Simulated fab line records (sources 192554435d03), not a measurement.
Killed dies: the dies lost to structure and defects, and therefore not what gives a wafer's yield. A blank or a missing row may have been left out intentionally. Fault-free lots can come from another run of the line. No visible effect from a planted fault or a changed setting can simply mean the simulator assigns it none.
Chamber matching | flow n5-finfet | N5_BEOL_M13_ETCH_38 on rie-diel-03: 4 sister chambers
The step etches SiCN in CF4/N2, target depth 67.5 nm, time 71.9 s. 14 wafers are shown with their chamber, then 7 later ones without.

## EACH WAFER AND ITS CHAMBER
wafer  | chamber | showerhead-plenum-p-Torr (Torr) | oes-product-au (a.u.) | rf-vpp-V (V)
L079.1 | 2       | 2.26                            | 0.68                  | 382.2
L079.3 | 3       | 2.19                            | 0.71                  | 382.8
L079.4 | 0       | 2.23                            | 0.79                  | 381.2
L082.2 | 1       | 2.20                            | 0.72                  | 381.3
L082.4 | 0       | 2.22                            | 0.77                  | 383.1
L082.5 | 3       | 2.19                            | 0.70                  | 382.6
L083.1 | 1       | 2.20                            | 0.71                  | 380.8
L083.4 | 1       | 2.20                            | 0.71                  | 381.8
L083.5 | 3       | 2.19                            | 0.70                  | 380.0
L081.1 | 2       | 2.26                            | 0.96                  | 385.5
L081.3 | 0       | 2.22                            | 0.76                  | 382.6
L081.4 | 3       | 2.19                            | 0.69                  | 381.2
L090.2 | 0       | 2.22                            | 0.76                  | 381.1
L090.3 | 3       | 2.18                            | 0.69                  | 381.0

SIGNATURES (averages over the wafers above)
reading                  | chamber 0 | chamber 1 | chamber 2 | chamber 3 | scatter within a chamber
showerhead-plenum-p-Torr | 2.2225    | 2.2000    | 2.2600    | 2.1880    | 0.00394
oes-product-au           | 0.7700    | 0.7133    | 0.8200    | 0.6980    | 0.0634
rf-vpp-V                 | 382.000   | 381.300   | 383.850   | 381.520   | 1.2
Rule: a wafer lies at a distance from a chamber equal to the root of the sum of squares, over the readings, of (its reading less the chamber's mean, divided by the reading's scatter). If the next closest chamber is less than 2 further off than the closest, the wafer can't be placed; otherwise it belongs to the closest. The scatter: take each reading less its chamber's mean, square it, sum over the shown wafers, divide by the number of wafers less the number of chambers, and take the root.

## WAFERS WITH NO CHAMBER GIVEN
wafer  | showerhead-plenum-p-Torr (Torr) | oes-product-au (a.u.) | rf-vpp-V (V)
L090.5 | 2.22                            | 0.76                  | 380.6
L095.1 | 2.19                            | 0.68                  | 381.7
L095.4 | 2.18                            | 0.69                  | 381.9
L095.6 | 2.21                            | 0.74                  | 381.7
L096.2 | 2.25                            | 0.93                  | 383.0
L096.4 | 2.21                            | 0.75                  | 381.5
L096.5 | 2.21                            | 0.74                  | 382.8

## WHICH CHAMBER EACH WENT THROUGH
wafer  | from the rows above     | in truth
L090.5 | 0                       | 0
L095.1 | 3                       | 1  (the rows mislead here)
L095.4 | 3                       | 3
L095.6 | can't be placed: 1 or 0 | 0
L096.2 | 2                       | 2
L096.4 | can't be placed: 1 or 0 | 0
L096.5 | can't be placed: 1 or 0 | 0
3 of 7 placed correctly. Cannot be placed on the basis of these rows: 3; the candidates contain the true chamber in 3. Placed wrongly: 1.
